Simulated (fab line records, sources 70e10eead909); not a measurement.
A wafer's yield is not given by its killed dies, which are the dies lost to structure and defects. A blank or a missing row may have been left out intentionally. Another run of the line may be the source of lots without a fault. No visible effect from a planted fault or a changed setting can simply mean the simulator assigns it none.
fab line records	flow nand_harc
record lots=5	wafers=15	last_day=24
route steps=1159 shown P_STI@93 P_GATE@110 END@1159
lots that met no fault: from a run of the same line without faults
start_h: the number of hours between the record's first day and the start of the first shown wafer of the lot	wait_h: hours since the lot's step before	" same as the row above	L1.1+2: a row that stands for several wafers	- no value present, or no start provided	* or withheld: withheld	< > ~ a bound
route shown NAME@n: names a module that has steps shown in the file, with the first one's number in the route	usual: the fault-free wafers' mean and standard deviation	same: alike in all rows	chamber/n: place in a boat	sites: the reading at each site	_std_site: how widely they spread, as a standard deviation	_edge_site: mean of outer sites minus mean of inner sites	radius_mm: for every site, how far away it sits from the centre of the wafer	mask NAME#n: copy n	behind: the last tool/chamber to shape the wafer	hold: the reason the lot was held/the length of the hold in hours/how it ended	device: transistor that didn't switch, given as n, p or np	end of line: the same wafers' tests at the end of the route	where a step has no rows: the recipe by itself	killed: dies lost to structure and defects at the first sort, not the wafer's yield	map: a wafer's dies, marking killed ones x, the rest . and places with no die _
set.NAME: the setting that was run; set.NAME@STEP: the one run at that earlier step	model.NAME: the simulator's own value behind a step, which no gauge read
certain route steps with their lots: each step a table, each wafer a row
services: when a tool's chamber went out of use (start_h, in hours from the record's first day, below 0 if earlier), for how many hours, and the reason
## steps
# step NHARC_P_STI_STRIP_19
# recipe time_s=900	temp_c=130	chemistry=SPM
# step NHARC_P_STI_PRECLEAN_32
# recipe time_s=*	temp_c=50	bath_age_min=0	chemistry=SC1
# step NHARC_P_STI_SRD_23
# step NHARC_P_STI_OCD_MEAS_43
# usual trench_depth_nm=302/3.2	trench_foot_cd_nm=157.8/2.1
lot.wafer	tool	chamber	start_h	wait_h	trench_depth_nm	trench_foot_cd_nm
L424.1	ocd-02	-	38.37	-	307	156.4
L424.3	"	-	"	"	306	156.7
L424.4	"	-	"	"	304	159.7
L428.2	ocd-01	-	60.35	-	301	159.0
L428.3	"	-	"	"	297	155.4
L428.4	"	-	"	"	298	155.8
L444.2	ocd-02	-	156.51	-	300	162.4
L444.5	"	-	"	"	303	157.5
L444.6	"	-	"	"	301	159.4
L445.4	ocd-02	-	165.29	-	297	160.6
L445.5	"	-	"	"	303	156.8
L445.6	"	-	"	"	298	159.1
L447.2	ocd-01	-	176.62	-	303	158.9
L447.4	"	-	"	"	304	160.5
L447.6	"	-	"	"	304	160.7
# step NHARC_P_STI_OXIDE_33
# recipe target_thk_a=100	temp_c=1000	ox_time_s=281	material=SiO2
# step NHARC_P_STI_HDPCVD_20
# recipe target_thk_a=withheld	sigma_open_frac=withheld	material=SiO2
# step NHARC_P_STI_ANNEAL_34
# recipe temp_c=1000	time_s=1800
# step NHARC_P_STI_CMP_21
# recipe t_overpolish_s=20	target_thk_nm=380.67
# usual motor_current_A=11.7/1.5	overpolish_run_s=19.999/0.009
# same t_overpolish_s=20
lot.wafer	tool	chamber	start_h	wait_h	motor_current_A	overpolish_run_s
L424.3	cmp-04	1	58.07	0.4	9.2	20.005
L424.4	"	2	"	"	9.8	19.994
L424.1	"	0	"	"	12.7	20.009
L428.2	cmp-01	2	76.96	0.4	11.3	19.995
L428.3	"	3	"	"	12.4	19.992
L428.4	"	0	"	"	12.6	20.011
L444.2	cmp-04	3	172.99	0.4	11.1	19.997
L444.6	"	3	"	"	10.8	19.999
L444.5	"	0	"	"	13.4	20.005
L445.4	cmp-03	0	182.65	0.4	14.3	19.997
L445.6	"	1	"	"	11.3	19.997
L445.5	"	2	"	"	12.3	20.002
L447.2	cmp-03	1	195.75	0.4	11.7	20.001
L447.4	"	3	"	"	9.8	19.987
L447.6	"	1	"	"	11.8	19.999
# step NHARC_P_STI_SRD_35
# step NHARC_P_STI_ETCH_36
# recipe target_depth_a=388	chemistry=dHF	material=SiO2
# step NHARC_P_STI_STRIP_24
# recipe temp_c=160	chemistry=H3PO4	material=Si3N4
# step NHARC_P_STI_ETCH_37
# recipe target_depth_a=110	chemistry=dHF	material=SiO2
lot.wafer	tool	chamber	start_h	wait_h
L424.1+4+3	wet_bench-02	2,3,4	58.45	-
L428.3+2+4	wet_bench-06	3,4,0	77.33	-
L444.6+5+2	wet_bench-02	3,5,6	173.37	-
L445.5+6+4	wet_bench-07	2,4,5	183.05	-
L447.6+4+2	wet_bench-07	4,5,6	196.15	-
# step NHARC_P_STI_PRECLEAN_38
# recipe time_s=*	temp_c=50	bath_age_min=0	chemistry=SC1
# step NHARC_P_STI_SRD_39
# step NHARC_P_STI_OXIDE_40
# recipe target_thk_a=100	temp_c=900	ox_time_s=1362	material=SiO2
# step NHARC_P_STI_INSPECT_25
# usual raw_defect_count=222/75
lot.wafer	tool	chamber	start_h	wait_h	raw_defect_count
L424.1	defect_inspect-01	-	66.51	0.4	178
L424.3	"	-	"	"	188
L424.4	"	-	"	"	341
L428.2	defect_inspect-01	-	85.49	0.4	303
L428.3	"	-	"	"	335
L428.4	"	-	"	"	109
L444.2	defect_inspect-01	-	181.48	0.4	166
L444.5	"	-	"	"	206
L444.6	"	-	"	"	732
L445.4	defect_inspect-02	-	191.15	0.4	217
L445.5	"	-	"	"	110
L445.6	"	-	"	"	244
L447.2	defect_inspect-02	-	204.25	0.4	171
L447.4	"	-	"	"	303
L447.6	"	-	"	"	150
# step NHARC_P_GATE_ETCH_69
# recipe target_depth_a=140	chemistry=dHF	material=SiO2
# step NHARC_P_GATE_PRECLEAN_70
# recipe time_s=*	temp_c=50	bath_age_min=0	chemistry=SC1
# step NHARC_P_GATE_SRD_01
# step NHARC_P_GATE_OXIDE_02
# recipe target_thk_a=375	temp_c=950	p_h2o_torr=720	ox_time_s=365	material=SiO2
# step NHARC_P_GATE_DEHYDRATE_03
# recipe temp_c=150	time_s=120
# step NHARC_P_GATE_HMDS_04
# recipe time_s=30
# step NHARC_P_GATE_COAT_05
# recipe spin_rpm=4690
# step NHARC_P_GATE_SOFTBAKE_06
# recipe temp_c=122	time_s=95
# step NHARC_P_GATE_EBR_07
# step NHARC_P_GATE_EXPOSE_08
# recipe na=0.6	dose_mj=16.75	mask_id=P_HV
# step NHARC_P_GATE_PEB_09
# recipe peb_temp_c=118	peb_time_s=85
# step NHARC_P_GATE_DEVELOP_10
# recipe time_s=70
# step NHARC_P_GATE_CD_MEAS_11
# recipe target_cd_nm=1640	landing_energy_ev=500
# usual cd_nm=1640.0/1.6
# same landing_energy_ev=500
lot.wafer	tool	chamber	start_h	wait_h	cd_nm
L424.1	cd_sem-01	0	74.88	-	1642.0
L424.3	"	0	"	"	1640.4
L424.4	"	0	"	"	1638.8
L428.2	cd_sem-02	0	93.93	-	1639.3
L428.3	"	0	"	"	1639.8
L428.4	"	0	"	"	1638.9
L444.2	cd_sem-01	0	189.60	-	1642.2
L444.5	"	0	"	"	1639.3
L444.6	"	0	"	"	1642.4
L445.4	cd_sem-03	0	200.54	-	1637.6
L445.5	"	0	"	"	1636.8
L445.6	"	0	"	"	1640.9
L447.2	cd_sem-02	0	212.85	-	1641.9
L447.4	"	0	"	"	1641.5
L447.6	"	0	"	"	1640.0
# step NHARC_P_GATE_HARDBAKE_12
# recipe temp_c=125	time_s=80
# step NHARC_P_GATE_DESCUM_13
# recipe time_s=3	o2_flow_sccm=200	ar_flow_sccm=0	bias_power_w=0	chemistry=O2
# usual drypump_motor_current_A=5.9/0.49	oes_product_au=1.003/0.0098	rf_vpp_V=57.8/0.91	showerhead_plenum_p_Torr=1.91/0.088	throttle_valve_pct=11.310/0.0086
lot.wafer	tool	chamber	start_h	wait_h	drypump_motor_current_A	oes_product_au	rf_hours_counter_h	rf_vpp_V	showerhead_plenum_p_Torr	throttle_valve_pct
L424.1	rie_diel-10	2	75.04	-	5.0	0.991	25	56.8	1.87	11.320
L424.3	"	3	"	"	5.8	1.009	24	57.5	1.92	11.323
L424.4	"	1	"	"	5.4	0.998	27	57.6	2.03	11.309
L428.3	rie_diel-13	1	94.08	-	6.6	1.002	60	58.8	1.91	11.307
L428.2	"	3	"	"	6.2	0.998	61	57.8	1.90	11.307
L428.4	"	0	"	"	5.7	0.998	66	57.9	1.93	11.310
L444.2	rie_diel-12	3	189.78	-	5.3	1.020	27	57.7	1.98	11.321
L444.5	"	1	"	"	6.6	1.002	-	57.1	1.87	11.302
L444.6	"	2	"	"	6.3	0.992	-	57.8	2.05	11.325
L445.4	rie_diel-12	0	200.69	-	5.5	0.997	31	56.6	1.78	11.293
L445.5	"	0	"	"	5.5	0.996	-	57.5	1.78	11.306
L445.6	"	1	"	"	6.6	0.998	-	57.7	1.87	11.320
L447.2	rie_diel-12	3	213.02	-	5.3	1.002	1	57.5	1.98	11.311
L447.4	"	0	"	"	5.5	1.008	0	55.9	1.78	11.296
L447.6	"	3	"	"	5.3	1.003	-	57.6	1.98	11.295
# step NHARC_P_GATE_ETCH_14
# recipe target_depth_a=488	chemistry=dHF	material=SiO2
# step NHARC_P_GATE_STRIP_15
# recipe time_s=780	temp_c=130	chemistry=SPM
# step NHARC_P_GATE_PRECLEAN_71
# recipe time_s=*	temp_c=50	bath_age_min=0	chemistry=SC1
# step NHARC_P_GATE_SRD_72
# step NHARC_P_GATE_OXIDE_16
# recipe target_thk_a=30	temp_c=875	ox_time_s=392	material=SiO2
# step NHARC_P_GATE_CVD_17
# recipe target_thk_a=1500	temp_c=620	time_s=900	material=poly-Si
# step NHARC_P_GATE_HM_DEP_102
# recipe target_thk_a=1200	temp_c=400	material=aC
# usual throttle_valve_pct=35.000/0.009
lot.wafer	tool	chamber	start_h	wait_h	throttle_valve_pct
L424.1	acl_dep-01	0	87.82	1.0	35.004
L424.3	"	0	"	"	35.011
L424.4	"	0	"	"	35.011
L428.2	acl_dep-03	0	107.19	1.3	35.006
L428.3	"	0	"	"	35.021
L428.4	"	0	"	"	35.000
L444.2	acl_dep-01	0	202.16	0.5	35.011
L444.5	"	0	"	"	35.000
L444.6	"	0	"	"	35.004
L445.4	acl_dep-01	0	213.50	1.0	34.997
L445.5	"	0	"	"	35.002
L445.6	"	0	"	"	35.004
L447.2	acl_dep-02	0	227.72	2.7	34.994
L447.4	"	0	"	"	35.006
L447.6	"	0	"	"	34.986
# step NHARC_P_GATE_DEP_103
# recipe target_thk_a=300	target_thk_nm=30	temp_c=400	flow_sccm=200	rf_w=350	material=SiON
# usual heater_power_w=773/93
lot.wafer	tool	chamber	start_h	wait_h	heater_power_w
L424.3	pecvd-03	1	88.48	0.3	796
L424.1	"	2	"	"	768
L424.4	"	2	"	"	752
L428.2	pecvd-03	0	107.74	0.5	946
L428.3	"	2	"	"	688
L428.4	"	0	"	"	754
L444.2	pecvd-03	1	202.88	0.6	918
L444.5	"	1	"	"	927
L444.6	"	0	"	"	876
L445.4	pecvd-03	2	213.93	0.3	727
L445.6	"	0	"	"	835
L445.5	"	1	"	"	838
L447.2	pecvd-04	0	228.38	0.6	807
L447.6	"	2	"	"	605
L447.4	"	0	"	"	826
# step NHARC_P_GATE_DEHYDRATE_18
# recipe temp_c=150	time_s=120
# step NHARC_P_GATE_HMDS_19
# recipe time_s=30
# step NHARC_P_GATE_INSPECT_28
# usual raw_defect_count=6.0/2.9
lot.wafer	tool	chamber	start_h	wait_h	raw_defect_count
L424.1	defect_inspect-02	-	89.28	0.0	4
L424.3	"	-	"	"	4
L424.4	"	-	"	"	5
L428.2	defect_inspect-02	-	108.55	0.0	4
L428.3	"	-	"	"	2
L428.4	"	-	"	"	3
L444.2	defect_inspect-02	-	203.69	0.0	7
L444.5	"	-	"	"	4
L444.6	"	-	"	"	562
L445.4	defect_inspect-01	-	214.53	0.0	4
L445.5	"	-	"	"	12
L445.6	"	-	"	"	5
L447.2	defect_inspect-01	-	229.17	0.0	2
L447.4	"	-	"	"	5
L447.6	"	-	"	"	7
# step NHARC_P_GATE_INSPECT_68
# usual raw_defect_count=212/71
lot.wafer	tool	chamber	start_h	wait_h	raw_defect_count
L424.1	defect_inspect-02	-	109.57	0.2	196
L424.3	"	-	"	"	152
L424.4	"	-	"	"	299
L428.2	defect_inspect-01	-	127.77	0.1	276
L428.3	"	-	"	"	308
L428.4	"	-	"	"	106
L444.2	defect_inspect-01	-	222.57	0.1	163
L444.5	"	-	"	"	172
L444.6	"	-	"	"	754
L445.4	defect_inspect-02	-	233.19	0.1	232
L445.5	"	-	"	"	108
L445.6	"	-	"	"	240
L447.2	defect_inspect-01	-	247.94	0.1	180
L447.4	"	-	"	"	312
L447.6	"	-	"	"	139
# step NHARC_END_SORT_01
# recipe temp_c=25
# usual killed_at_array=27/8	killed_at_other=0.8/1.2	killed_at_periphery=3.3/2.3	killed_dies=31/8.8	killed_open=3.2/2.1	killed_short=2.1/1.4
# same gross_dies=677
lot.wafer	tool	chamber	start_h	wait_h	killed_at_array	killed_at_other	killed_at_periphery	killed_dies	killed_open	killed_short
L424.1	prober-02	0	441.03	2.5	27	3	6	36	9	4
L424.3	prober-02	0	442.63	3.1	36	4	1	41	4	2
L424.4	prober-02	0	443.43	3.4	22	3	2	27	6	2
L444.2	prober-01	0	550.78	2.8	20	0	4	24	2	1
L444.5	prober-01	0	553.19	3.7	18	0	5	23	6	3
L444.6	prober-01	0	554.00	4.0	22	0	88	110	1	2
# killed by level:class
L424.1 A_CHANNEL_HOLE_D1:chamber_film_flake=8 A_ONON_D1:geometric_particle:short=3 A_CONTACT:chamber_film_flake=3 THIN_TSV:chamber_film_flake=3 P_GATE:geometric_particle:open=2 P_M0:geometric_particle:open=2 A_ONON_D1:geometric_particle:open=2 A_SGD_CUT:geometric_particle:open=2
L424.3 A_CHANNEL_HOLE_D1:chamber_film_flake=16 A_STAIRCASE:chamber_film_flake=4 THIN_TSV:chamber_film_flake=4 A_SLIT:unspecified=3 A_CONTACT:chamber_film_flake=3 A_CONTACT:geometric_particle:open=2 A_SGD_CUT:chamber_film_flake=2 P_M1:geometric_particle:short=1
L424.4 A_CHANNEL_HOLE_D1:chamber_film_flake=7 A_STAIRCASE:chamber_film_flake=5 A_WL_FILL:geometric_particle:open=3 THIN_TSV:chamber_film_flake=3 A_SLIT:chamber_film_flake=2 P_CONTACT:geometric_particle:open=1 P_M2:geometric_particle:open=1 A_ONON_D1:geometric_particle:open=1
L444.2 A_CHANNEL_HOLE_D1:chamber_film_flake=5 A_SLIT:chamber_film_flake=4 A_CONTACT:chamber_film_flake=4 P_STI:chamber_film_flake=2 A_CHANNEL_FILL_D1:chamber_film_flake=2 A_STAIRCASE:chamber_film_flake=2 A_CHANNEL_FILL_D1:geometric_particle:open=1 A_CHANNEL_FILL_D1:geometric_particle:short=1
L444.5 A_CONTACT:chamber_film_flake=5 A_CHANNEL_HOLE_D1:chamber_film_flake=4 A_SLIT:chamber_film_flake=2 P_GATE:geometric_particle:open=1 P_CONTACT:geometric_particle:open=1 P_M0:geometric_particle:open=1 P_M1:geometric_particle:open=1 A_ONON_D1:geometric_particle:short=1
L444.6 P_STI:unspecified=82 A_CONTACT:chamber_film_flake=7 A_CHANNEL_HOLE_D1:chamber_film_flake=4 A_CHANNEL_FILL_D1:chamber_film_flake=4 A_SLIT:chamber_film_flake=3 P_STI:chamber_film_flake=2 A_WL_FILL:chamber_film_flake=2 P_GATE:geometric_particle:short=1
# map L444.6 (x killed, . not)
____________.____________
_________......._________
_______..........._______
______.............______
_____..............._____
____..............xx.____
____.............x...____
___.................x.___
___...................___
__................xxxxx__
__...............x.xxx.__
_...............xxxxxxxx_
_..x.............xxxxxxx_
_........xx..x...xxxxxxx_
_xx............xx.xxxxxx_
_x........x.....xxxxxxxx_
................xxxxxxxx.
xx.......x.......xxxxxxxx
.x..............x.xxxx.x.
...........x......xxxxxxx
...................xxxx..
_.x...............x..x.._
_.........x............._
_......................._
_.........x............._
_...........x..........._
__..............x......__
__.....................__
___...................___
___..........xx.......___
____.......x..x......____
____.......x.........____
_____..............._____
______.............______
_______...x......._______
_________......._________
____________.____________
# map L424.3 (x killed, . not)
____________.____________
_________......._________
_______..........._______
______.......x.....______
_____..............._____
____.................____
____.................____
___...................___
___..........x........___
__.........x...........__
__..............x......__
_.........x.x..........._
_......................._
_................xx....._
_.......x....x..x...x..._
_..........x..xx...x...._
...............x.........
.............xxxx........
......x......xxxx...x....
..............x..........
......x..........x.......
_.............x........._
_..............x........_
_..........xx..........._
_......................._
_.............x........._
__...............x.....__
__.....................__
___.......x...........___
___.x.................___
____.................____
____....x............____
_____x.............._____
______.............______
_______....x......_______
_________......._________
____________.____________
## services
tool	chamber	start_h	hours	kind
rie_diel-12	3	39.20	9.4	repair
cmp-03	-	53.63	5.4	repair
rie_diel-12	1	79.20	4.1	repair
cmp-04	-	80.40	1.0	repair
cmp-03	-	83.15	1.4	repair
pecvd-03	-	85.13	3.1	repair
wet_bench-07	-	96.00	8.0	pm
pecvd-03	-	97.11	0.7	repair
cmp-03	-	102.85	4.9	repair
cmp-04	-	106.23	4.0	pm
pecvd-03	-	111.19	13.0	pm
acl_dep-01	-	111.62	13.0	pm
cmp-04	-	143.06	22.6	repair
rie_diel-12	1	151.90	5.1	repair
cmp-03	-	152.64	2.1	repair
cmp-03	-	157.00	4.0	pm
rie_diel-12	-	157.18	0.4	repair
wet_bench-02	-	180.00	8.0	pm
rie_diel-12	-	202.40	9.0	pm
cmp-04	-	204.23	4.0	pm
cmp-03	-	209.27	1.8	repair
rie_diel-12	2	222.07	8.8	repair
rie_diel-12	1	225.80	1.7	repair
pecvd-03	-	225.87	0.3	repair
## key
first_sign step=NHARC_P_STI_INSPECT_25	reading=raw_defect_count	direction=up	sigmas=6.8	usual=222	struck=732
effect step=NHARC_P_GATE_INSPECT_28	reading=raw_defect_count	direction=up	sigmas=99+	usual=6.0	struck=562
effect step=NHARC_P_GATE_INSPECT_68	reading=raw_defect_count	direction=up	sigmas=7.6	usual=212	struck=754
effect step=NHARC_END_SORT_01	reading=killed_at_periphery	direction=up	sigmas=37	usual=3.3	struck=88
more_kills_born_at NHARC_P_STI_ETCH_37@wet_bench-02=82
met_at NHARC_P_STI_ETCH_37
struck_wafers L444.6
tester_left_out L444
onset_between 58.45 173.37
fault kind=chamber_particle_source	tool=wet_bench-02	chamber=3	onset_h=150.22	steps=NHARC_P_STI_ETCH_37	rate_per_visit_cm2=0.87654	end_h=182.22
# tester_left_out: of these lots the tester's yield and bins aren't shown, on N5 and GAA mostly nor the transistor test; their killed dies are dies lost to structure and defects alone, not to doping, threshold or leakage, so they don't give the yield
